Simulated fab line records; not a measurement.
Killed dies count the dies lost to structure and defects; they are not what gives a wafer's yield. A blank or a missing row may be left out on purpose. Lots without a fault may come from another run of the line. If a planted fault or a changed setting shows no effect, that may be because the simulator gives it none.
Chamber matching    flow nand harc    NHARC_P_M0_CMP_23 on cmp-01: 4 sister chambers
The step polishes, t overpolish 20 s, target thk 117.53 nm. 8 wafers are shown with their chamber, then 12 later ones without.

== EACH WAFER AND ITS CHAMBER ==
wafer   chamber  motor current A (A)  time to endpoint s (s)
L083.2  2        12.9                 26
L085.2  1        14.2                 31
L084.1  3        14.7                 28
L084.2  1        13.9                 24
L084.6  2        12.5                 29
L090.2  0        12.7                 29
L090.3  3        14.3                 33
L090.6  0        12.7                 29

== WAFERS WITH NO CHAMBER GIVEN ==
wafer   motor current A (A)  time to endpoint s (s)
L089.1  12.6                 30
L089.4  11.8                 37
L089.5  12.9                 34
L093.2  14.7                 32
L093.4  11.5                 34
L093.5  14.6                 37
L095.1  14.7                 31
L095.3  13.5                 30
L095.5  11.5                 35
L096.3  11.8                 32
L096.5  12.1                 25
L096.6  14.4                 30

== CHAMBER TAKEN BY EACH ==
wafer    from the rows above                 in truth
L089.1   can't be placed: 0 or 2             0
L089.4   can't be placed: 0 or 2             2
L089.5   can't be placed: 0 or 2             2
L093.2   3                                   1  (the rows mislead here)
L093.4   can't be placed: 0 or 2             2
L093.5   can't be placed: 3 or 1             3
L095.1   3                                   3
L095.3   can't be placed: 1 or 0 or 2 or 3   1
L095.5   can't be placed: 0 or 2             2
L096.3   can't be placed: 0 or 2             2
L096.5   can't be placed: 2 or 0             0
L096.6   can't be placed: 3 or 1             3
Correct placement for 1 of the 12. Can't be placed from these rows: 10 (the true chamber is among the candidates in 10). Placed wrongly: 1.
How it was worked out, from the rows above alone: a wafer's distance from a chamber is the root of the sum, over the readings, of the square of ((its reading less the chamber's mean) divided by the reading's scatter). If the next closest chamber is less than 2 further off than the closest, the wafer can't be placed; otherwise it belongs to the closest. A chamber's mean is the mean of its shown wafers. How the scatter is found: for the shown wafers, subtract from each reading the mean of its chamber, square and add these, divide the total by (wafers less chambers), then take the root.
